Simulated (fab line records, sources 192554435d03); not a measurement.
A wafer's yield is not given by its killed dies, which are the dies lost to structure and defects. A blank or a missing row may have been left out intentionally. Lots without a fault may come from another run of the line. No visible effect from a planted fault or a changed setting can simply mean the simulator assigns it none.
The same fault as seen by 3 desks || flow n5 finfet || each desk has only its own numbers; what lay behind them comes last

== METROLOGY DESK ==
What the gauges read, lot by lot, whatever tool the lot ran on: means of the sampled wafers that have a number. The brackets show how far a lot's mean lies from the usual mean; more than 4 standard deviations puts the lot out of limits, marked OUT. Readings shown: 7 of its 11, picked as those furthest out on some lot.
Columns: A = DIBL_N at N5_BEOL_M4_RC_MEAS_101, usual 36.6 mV/V; B = DIBL_P at N5_BEOL_M4_RC_MEAS_101, usual 36.4 mV/V; C = IOFF_N at N5_BEOL_M4_RC_MEAS_101, usual 0.167 nA/um; D = ION_N at N5_BEOL_M4_RC_MEAS_101, usual 678 uA/um; E = SS_N at N5_BEOL_M4_RC_MEAS_101, usual 71.5 mV/dec; F = VT_N at N5_BEOL_M4_RC_MEAS_101, usual 248.5 mV; G = VT_P at N5_BEOL_M4_RC_MEAS_101, usual -249 mV
{"lot": "L629", "first seen here": "day 9 06:21", "A": 38.5, "B": 36.3, "C": 0.188, "D": 684, "E": 71.7, "F": 245.8, "G": -248}
{"lot": "L640", "first seen here": "day 13 02:11", "A": 36.1, "B": 35.3, "C": 0.158, "D": 677, "E": 71.3, "F": 249.3, "G": -249}
{"lot": "L643", "first seen here": "day 13 08:50", "A": 37.8, "B": 36.9, "C": 0.196, "D": 675, "E": 72.5, "F": 246.9, "G": -245}
{"lot": "L637", "first seen here": "day 13 12:19", "A": 36.3, "B": 37.3, "C": 0.192, "D": 671, "E": 71.5, "F": 247.8, "G": -249}
{"lot": "L641", "first seen here": "day 13 17:03", "A": 36.1, "B": 37.8, "C": 0.177, "D": 672, "E": 71.9, "F": 248.2, "G": -252}
{"lot": "L646", "first seen here": "day 14 20:09", "A": 35.9, "B": 35.5, "C": 0.158, "D": 679, "E": 70.8, "F": 247.7, "G": -249}
{"lot": "L648", "first seen here": "day 14 22:31", "A": 38.1, "B": 36.9, "C": 0.169, "D": 680, "E": 71.7, "F": 249.0, "G": -253}
{"lot": "L649", "first seen here": "day 15 15:37", "A": 37.2, "B": 38.6, "C": 0.172, "D": 676, "E": 72.1, "F": 250.7, "G": -249}
{"lot": "L650", "first seen here": "day 15 22:28", "A": 37.6, "B": 37.3, "C": 0.204, "D": 694, "E": 71.6, "F": 244.3, "G": -248}
This desk's finding: nothing out of limits on any of the 9 lots.

== AT THE TOOL OWNER'S DESK: rie diel-01 ==
The tool's own readings at N5_BEOL_M12_ETCH_67 (etches SiARC in CF4, target depth 143 nm, time 238.3 s): means of the sampled wafers that have a number, for each lot that ran on this tool. The brackets show how far a lot's mean lies from the usual mean; more than 4 standard deviations puts the lot out of limits, marked OUT. Readings shown: 7 of its 8, picked as those furthest out on some lot.
Columns: A = bias w at N5_BEOL_M12_ETCH_67, usual 36.00 W; B = cf4 flow sccm at N5_BEOL_M12_ETCH_67, usual 99.99 sccm; C = drypump motor current A at N5_BEOL_M12_ETCH_67, usual 5.8 A; D = etch rf on time s at N5_BEOL_M12_ETCH_67, usual 239.0 s; E = oes product au at N5_BEOL_M12_ETCH_67, usual 0.67 a.u.; F = showerhead plenum p Torr at N5_BEOL_M12_ETCH_67, usual 2.14 Torr; G = throttle valve pct at N5_BEOL_M12_ETCH_67, usual 15.66 %
{"lot": "L641", "first seen here": "day 16 12:43", "A": 35.99, "B": 100.15, "C": 6.0, "D": 242.3, "E": 0.69, "F": 2.10, "G": 15.50}
{"lot": "L646", "first seen here": "day 17 15:57", "A": 35.99, "B": 100.03, "C": 5.3, "D": 238.1, "E": 0.64, "F": 2.13, "G": 15.76}
{"lot": "L648", "first seen here": "day 17 22:24", "A": 35.93, "B": 100.13, "C": 5.3, "D": 237.4, "E": 0.64, "F": 2.13, "G": 15.76}
{"lot": "L650", "first seen here": "day 19 01:42", "A": 36.11, "B": 99.89, "C": 5.7, "D": 237.0, "E": 0.73, "F": 2.11, "G": 15.48}
This desk's finding: nothing out of limits on any of the 4 lots.

== THE DEFECT DESK ==
Per lot, the means of the sampled wafers with a number show what the inspections along the route counted. The brackets show how far a lot's mean lies from the usual mean; more than 4 standard deviations puts the lot out of limits, marked OUT.
Columns: A = raw defect count at N5_BEOL_M12_INSPECT_12, usual 2.2; B = raw defect count at N5_BEOL_M12_INSPECT_30, usual 2.2
{"lot": "L629", "first seen here": "day 12 07:17", "A": 1.7, "B": 2.0}
{"lot": "L640", "first seen here": "day 15 16:56", "A": 1.0, "B": 2.0}
{"lot": "L643", "first seen here": "day 15 23:13", "A": 2.7, "B": 1.7}
{"lot": "L637", "first seen here": "day 16 04:36", "A": 1.7, "B": 1.0}
{"lot": "L641", "first seen here": "day 16 11:37", "A": 2.0, "B": 3.0}
{"lot": "L646", "first seen here": "day 17 14:35", "A": 2.0, "B": 1.7}
{"lot": "L648", "first seen here": "day 17 21:08", "A": 2.7, "B": 1.7}
{"lot": "L649", "first seen here": "day 18 07:22", "A": 4.0, "B": 3.7}
{"lot": "L650", "first seen here": "day 19 00:05", "A": 1.7, "B": 1.3}
This desk's finding: nothing out of limits on any of the 9 lots.

== TAKEN TOGETHER ==
Metrology desk: nothing out of limits seen.
The tool owner's desk saw nothing out of limits.
Nothing the defect desk looked at was out of limits.

== WHAT THE SIMULATOR HAD INSERTED ==
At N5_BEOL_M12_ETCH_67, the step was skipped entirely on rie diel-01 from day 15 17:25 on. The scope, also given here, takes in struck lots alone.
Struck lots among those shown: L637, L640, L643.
